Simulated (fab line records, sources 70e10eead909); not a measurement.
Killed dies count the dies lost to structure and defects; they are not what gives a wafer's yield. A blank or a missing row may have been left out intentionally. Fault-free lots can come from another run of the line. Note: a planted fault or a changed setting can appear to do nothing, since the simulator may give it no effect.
A lot that was struck, set against a sound lot    flow nandHarc    20 steps out of a route of 1302
Sound: wafers L278.1, L278.3, L278.5. The struck wafers were L273.3, L273.5, L273.6. The cause is given at the end.
Order at every step that has rows: each side's tool, ch and its chambers, its first start. Under that, the readings that differ: sound wafers    struck wafers    difference of the means    sigmas: that difference in standard deviations of wafers without a fault.
alike: readings with means less than 2 such deviations apart, plus words and numbers identical on both sides. not compared: withheld readings, readings lacking a value on some wafer, bounds such as >300 that could conceal the same value, and numbers that have no deviation in the record and whose values overlap.
A row with sigmas, a row that says differs or no value, or rows on one side alone: a step with any of these is where the two part. When numbers do not overlap yet have no deviation, they are printed without sigmas and do not part them. Lack of a reading on every wafer of one side parts them only where that side has two or more wafers.

NHARC_A_BLC_CMP_25: polishes, t overpolish 30 s, target thk 150 nm.
  sound on cmp-02 ch 0,1,3, day 28 10:16; struck on cmp-04 ch 0,1,3, day 26 07:54
  alike: motorCurrentA, overpolishRunS, slurryFilterDpKPa, timeToEndpointS
following that, these wafers have no rows for 1 step: NHARC_A_BLC_SRD_27.
NHARC_A_BLC_INSPECT_28:
  sound: defectInspect-01 at day 28 10:38; struck: defectInspect-02 at day 26 08:14
reading         sound        struck       difference  sigmas
rawDefectCount  637 505 403  918 743 789  +302        +2
then, 8 steps without rows for these wafers: NHARC_A_M0_DEP_00 (deposits SiOC, target thk 150 nm); NHARC_A_M0_DEHYDRATE_01 (time 120 s); NHARC_A_M0_HMDS_02 (time 30 s); NHARC_A_M0_COAT_33 (time 65 s); NHARC_A_M0_COAT_03 (resist thk 90 nm); NHARC_A_M0_SOFTBAKE_04 (time 55 s); NHARC_A_M0_EBR_05; NHARC_A_M0_EXPOSE_06 (exposes mask A M0, target cd 80 nm).
NHARC_A_M0_PEB_07: peb time 65 s.
  sound on lithoTrack-01 ch 0, day 28 11:20; struck on lithoTrack-04 ch 0, day 26 08:59
reading                sound                struck                difference  sigmas
heaterPowerTotalW (W)  157.0 156.8 156.1    165.1 165.7 166.2     +9.0        +22
plateTempC (C)         100.10 99.97 100.27  104.30 104.25 104.34  +4.18       +30
  alike: exhaustPa, resistLineTempC
then, 1 step without rows for these wafers: NHARC_A_M0_DEVELOP_08 (develop time 35 s).
NHARC_A_M0_CD_MEAS_09: target cd 80 nm.
  sound on cdSem-03 ch 0, day 28 11:25; struck on cdSem-01 ch 0, day 26 09:04
reading    sound           struck          difference  sigmas
cdNm (nm)  79.5 81.6 80.7  92.8 92.3 92.7  +12.0       +13
NHARC_A_M0_OVL_MEAS_10: pitch 160 nm.
  sound: overlay-02 at day 28 11:30; struck: overlay-02 at day 26 09:08
  alike: overlayXNm, overlayYNm
NHARC_A_M0_INSPECT_11:
  sound: defectInspect-01 at day 28 11:32; struck: defectInspect-01 at day 26 09:11
  alike: rawDefectCount
NHARC_A_M0_DESCUM_14: chemistry O2, time 3 s.
  sound on rieDiel-03 ch 1,2,3, day 28 11:36; struck on rieDiel-04 ch 2,3, day 26 09:14
reading               sound              struck             difference  sigmas
model.A_M0.cdNm (nm)  78.91 82.88 79.91  91.88 92.46 91.84  +11.49      
  alike: drypumpMotorCurrentA, oesProductAu, rfVppV, showerheadPlenumPTorr, throttleValvePct
  not compared: rfHoursCounterH
NHARC_A_M0_ETCH_34: etches the open film in N2/H2, target depth 40 nm, overetch 12 nm, time 43.94 s.
  sound on rieDiel-03 ch 0,3, day 28 11:41; struck on rieDiel-04 ch 0,2,3, day 26 09:20
  alike: biasW, drypumpMotorCurrentA, oesProductAu, rfVppV, showerheadPlenumPTorr, throttleValvePct
  not compared: rfHoursCounterH
NHARC_A_M0_ETCH_15: etches the open film in C4F8/Ar, target depth 150 nm, overetch 15 nm, time 82.5 s.
  sound on rieDiel-03 ch 0,1,3; struck on rieDiel-04 ch 0,3
reading               sound              struck             difference  sigmas
model.A_M0.cdNm (nm)  79.07 82.32 79.27  92.25 91.48 92.14  +11.74      
  alike: biasW, oesProductAu, rfVppV
  not compared: rfHoursCounterH
NHARC_A_M0_CD_MEAS_16:
  sound: cdSem-02 at day 28 11:53; struck: cdSem-03 at day 26 09:33
reading    sound           struck          difference  sigmas
cdNm (nm)  79.1 82.2 79.3  92.4 91.5 92.0  +11.8       +8

## WHERE THEY PART
Last at NHARC_A_M0_CD_MEAS_16 as far as this record goes, first at NHARC_A_BLC_INSPECT_28.

WHY: the cause the simulator had injected
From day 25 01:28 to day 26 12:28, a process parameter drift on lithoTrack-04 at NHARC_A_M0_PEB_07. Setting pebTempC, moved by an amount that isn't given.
